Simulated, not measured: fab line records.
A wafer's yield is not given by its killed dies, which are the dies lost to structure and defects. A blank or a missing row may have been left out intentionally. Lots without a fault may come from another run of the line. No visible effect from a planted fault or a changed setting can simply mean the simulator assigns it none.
Split-lot trial	flow n5 finfet	7 lots, 21 wafers read, on a route of 1938 steps

THE SPLIT ITSELF
At N5_BEOL_M3_ILD_DEP_00 (deposits SiOC from DEMS/O2, target thk 79 nm, time 15.3 s), the setting time s was moved away from the recipe's 15.3 s on 5 of the 21 wafers read, by -9.3% to +10.3%. The other wafers ran this setting at the recipe's value.

There is no step in the file separating the split from the reading.

THE READING
At N5_BEOL_M3_THK_MEAS_01: M3_ILD_THK, given in nm. Fault-free wafers of this fab line usually give 79.0 nm, standard deviation 1.1 nm.

wafer	tool, chamber at the split	time s as run, s	against the recipe	M3_ILD_THK, nm	against lot-mates on the recipe
L076.4	pecvd-01, 1	13.9	-9.2%	72.4	-7.7
L076.5	pecvd-01, 2	15.3	recipe	80.1	-
L076.6	pecvd-01, 0	13.9	-9.2%	72.2	-7.9
L074.3	pecvd-03, 2	16.87	+10.3%	87.8	+6.9
L074.4	pecvd-03, 1	16.87	+10.3%	87.2	+6.3
L074.6	pecvd-03, 0	15.3	recipe	80.9	-
L079.3	pecvd-01, 2	15.3	recipe	78.8	-
L079.5	pecvd-01, 1	15.3	recipe	80.2	-
L079.6	pecvd-01, 2	15.3	recipe	80.1	-
L085.1	pecvd-02, 1	15.3	recipe	78.7	-
L085.2	pecvd-02, 2	15.3	recipe	77.7	-
L085.6	pecvd-02, 1	15.3	recipe	80.0	-
L093.4	pecvd-03, 1	15.3	recipe	80.4	-
L093.5	pecvd-03, 0	15.3	recipe	80.0	-
L093.6	pecvd-03, 2	13.87	-9.3%	72.3	-7.9
L095.1	pecvd-03, 1	15.3	recipe	76.7	-
L095.2	pecvd-03, 0	15.3	recipe	77.8	-
L095.3	pecvd-03, 2	15.3	recipe	76.2	-
L096.4	pecvd-02, 1	15.3	recipe	79.5	-
L096.5	pecvd-02, 0	15.3	recipe	79.2	-
L096.6	pecvd-02, 2	15.3	recipe	79.1	-

FIT RESULTS
A straight line over all 21 wafers: M3_ILD_THK changes by +0.776 nm for each +1% of time s; r = +0.95; the points scatter about the line by 1.2 nm.
The same after taking each lot's own level away (the mean of its wafers on the recipe; 21 wafers): +0.753 nm for each +1%; r = +0.98; scatter 0.7 nm.
The reading moves by 7.7 nm for the largest change in time s, on that fit.
Measured against the standard deviation above, the lots' own levels, which go from 76.90 to 80.90 nm, span 3.6 times it.
Hence the lot-to-lot level has little effect on the slope; both slopes agree.
Check: with one of the wafers moved furthest among these (+10.3%) left out of the fit, the line predicts +7.73 nm for it against its lot-mates. Against them it came out at +6.9 nm.

ADDITIONAL SPLITS CARRIED BY THESE WAFERS
These wafers also went through other splits before the reading. Each is held against what the fit with the lots' levels taken away leaves over:
other split on the same wafers	wafers away from the commonest value	r with M3_ILD_THK (lot level and that fit taken away)
N5_HKMG_FIN_EXPOSE_46 dose mj	6	-0.02
N5_HKMG_FIN_ETCH_55 bias w	7	+0.16
N5_GATE_CUT_ETCH_58 time s	6	-0.01
N5_MOL_CONTACT_COAG_ALD_27 time s	8	-0.27
N5_MOL_CONTACT_COAG_ETCHBACK_134 time s	10	-0.41
N5_BEOL_M0_SAQP_PECVD_96 time s	9	-0.10
N5_BEOL_M1_ETCH_64 source w	8	+0.02
N5_BEOL_M1_COAT_67 spin rpm	5	+0.08

THE WHOLE CHAIN: every reading that the file lists as answering this split, in the file's order
step	what it does	reading	change (the file's fit)	r (the file's)
N5_BEOL_M3_ILD_DEP_00	deposits SiOC from DEMS/O2, target thk 79 nm, time 15.3 s	SiOC_of_BEOL_M3_ILD_DEP_00.thk nm (the simulator's own value, which no gauge read)	+0.774 nm for each +1% of the setting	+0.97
N5_BEOL_M3_THK_MEAS_01		M3_ILD_THK	+0.769 for each +1% of the setting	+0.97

FILE'S OWN FIT
M3_ILD_THK changes by +0.769 nm for each +1% of time s, r = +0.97.
